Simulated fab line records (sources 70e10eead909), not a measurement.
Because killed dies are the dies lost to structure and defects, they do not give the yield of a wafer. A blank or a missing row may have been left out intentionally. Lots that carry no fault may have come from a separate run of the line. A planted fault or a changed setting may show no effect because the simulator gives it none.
Matching of chambers || flow nand-harc || 3 sister chambers for NHARC_A_ONON_D1_DEP_33 on pecvd-01
The step deposits SiO2, target thk 200 nm. 15 wafers are shown with their chamber, then 7 later ones without.

== WAFERS, EACH WITH ITS CHAMBER ==
{"wafer": "L481.2", "chamber": 1, "heater-power-w (W)": 403, "throttle-valve-pct (%)": 16.1}
{"wafer": "L481.3", "chamber": 0, "heater-power-w (W)": 580, "throttle-valve-pct (%)": 15.9}
{"wafer": "L481.4", "chamber": 1, "heater-power-w (W)": 410, "throttle-valve-pct (%)": 16.2}
{"wafer": "L485.1", "chamber": 1, "heater-power-w (W)": 514, "throttle-valve-pct (%)": 16.3}
{"wafer": "L485.2", "chamber": 0, "heater-power-w (W)": 584, "throttle-valve-pct (%)": 15.9}
{"wafer": "L485.5", "chamber": 1, "heater-power-w (W)": 388, "throttle-valve-pct (%)": 16.4}
{"wafer": "L489.3", "chamber": 0, "heater-power-w (W)": 460, "throttle-valve-pct (%)": 15.9}
{"wafer": "L489.4", "chamber": 2, "heater-power-w (W)": 599, "throttle-valve-pct (%)": 16.4}
{"wafer": "L494.1", "chamber": 0, "heater-power-w (W)": 535, "throttle-valve-pct (%)": 15.9}
{"wafer": "L494.4", "chamber": 0, "heater-power-w (W)": 537, "throttle-valve-pct (%)": 16.2}
{"wafer": "L495.2", "chamber": 0, "heater-power-w (W)": 512, "throttle-valve-pct (%)": 16.1}
{"wafer": "L495.3", "chamber": 2, "heater-power-w (W)": 730, "throttle-valve-pct (%)": 16.5}
{"wafer": "L495.5", "chamber": 1, "heater-power-w (W)": 421, "throttle-valve-pct (%)": 16.0}
{"wafer": "L498.3", "chamber": 0, "heater-power-w (W)": 468, "throttle-valve-pct (%)": 16.1}
{"wafer": "L498.5", "chamber": 0, "heater-power-w (W)": 501, "throttle-valve-pct (%)": 16.1}

SIGNATURES (means of the wafers above)
{"reading": "heater-power-w", "chamber 0": 522.12, "chamber 1": 427.20, "chamber 2": 664.50, "scatter within a chamber": 52.8}
{"reading": "throttle-valve-pct", "chamber 0": 16.012, "chamber 1": 16.200, "chamber 2": 16.450, "scatter within a chamber": 0.133}
Rule: distance of a wafer from a chamber = root of the sum over the readings of ((wafer's reading minus chamber's mean) / reading's scatter) squared. If the next closest chamber is less than 2 further off than the closest, the wafer can't be placed; otherwise it belongs to the closest. The scatter is the square root of a quotient: the sum, over the shown wafers, of each reading's squared deviation from its chamber's mean, divided by wafers minus chambers.

== WAFERS WITHOUT THEIR CHAMBER ==
{"wafer": "L498.6", "heater-power-w (W)": 686, "throttle-valve-pct (%)": 16.0}
{"wafer": "L500.1", "heater-power-w (W)": 742, "throttle-valve-pct (%)": 16.3}
{"wafer": "L500.3", "heater-power-w (W)": 495, "throttle-valve-pct (%)": 16.4}
{"wafer": "L500.5", "heater-power-w (W)": 499, "throttle-valve-pct (%)": 16.4}
{"wafer": "L503.2", "heater-power-w (W)": 535, "throttle-valve-pct (%)": 16.5}
{"wafer": "L503.4", "heater-power-w (W)": 640, "throttle-valve-pct (%)": 16.5}
{"wafer": "L503.5", "heater-power-w (W)": 415, "throttle-valve-pct (%)": 16.3}

== WHICH CHAMBER EACH WENT THROUGH ==
{"wafer": "L498.6", "from the rows above": "can't be placed: 0 or 2", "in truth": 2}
{"wafer": "L500.1", "from the rows above": 2, "in truth": 2}
{"wafer": "L500.3", "from the rows above": "can't be placed: 1 or 0 or 2", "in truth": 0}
{"wafer": "L500.5", "from the rows above": "can't be placed: 1 or 0 or 2", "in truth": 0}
{"wafer": "L503.2", "from the rows above": "can't be placed: 2 or 1 or 0", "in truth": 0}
{"wafer": "L503.4", "from the rows above": 2, "in truth": 2}
{"wafer": "L503.5", "from the rows above": 1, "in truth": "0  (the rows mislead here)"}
2 of 7 placed correctly. Unplaceable from these rows: 4, with the true chamber sitting among the candidates in 4. Wrongly placed: 1.
